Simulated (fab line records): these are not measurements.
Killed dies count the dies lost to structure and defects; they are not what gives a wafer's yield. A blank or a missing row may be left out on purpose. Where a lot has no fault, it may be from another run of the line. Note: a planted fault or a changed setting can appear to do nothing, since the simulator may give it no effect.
Matching of chambers / flow n5 finfet / cvd co-02 running N5_BEOL_M5_PRE_CLEAN_77: 3 sister chambers
The step time 15 s. 3 wafers are shown with their chamber, then 8 later ones without.

== WAFERS, EACH WITH ITS CHAMBER ==
wafer=L537.3; chamber=1; heater power w (W)=89
wafer=L539.5; chamber=2; heater power w (W)=82
wafer=L528.1; chamber=0; heater power w (W)=107

== WAFERS WITHOUT THEIR CHAMBER ==
wafer=L528.2; heater power w (W)=82
wafer=L528.6; heater power w (W)=80
wafer=L546.1; heater power w (W)=82
wafer=L546.2; heater power w (W)=82
wafer=L546.6; heater power w (W)=83
wafer=L545.1; heater power w (W)=85
wafer=L545.3; heater power w (W)=80
wafer=L545.6; heater power w (W)=80

== EACH ONE'S CHAMBER ==
wafer=L528.2; from the rows above=2; in truth=2
wafer=L528.6; from the rows above=2; in truth=2
wafer=L546.1; from the rows above=2; in truth=2
wafer=L546.2; from the rows above=2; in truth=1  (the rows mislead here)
wafer=L546.6; from the rows above=2; in truth=2
wafer=L545.1; from the rows above=can't be placed: 2 or 1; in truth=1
wafer=L545.3; from the rows above=2; in truth=2
wafer=L545.6; from the rows above=2; in truth=2
6 of 8 placed correctly. Can't be placed from these rows: 1 (the true chamber is among the candidates in 1). Wrongly placed: 1.
How it was worked out, from the rows above alone: a wafer's distance from a chamber is the root of the sum, over the readings, of the square of ((its reading less the chamber's mean) divided by the reading's scatter). If the next closest chamber is less than 2 further off than the closest, the wafer can't be placed; otherwise it belongs to the closest. The mean given for a chamber averages the wafers shown for that chamber. The scatter (one wafer shown for each chamber): square how far every hidden wafer sits from the nearest shown wafer, average those squares and take the square root.
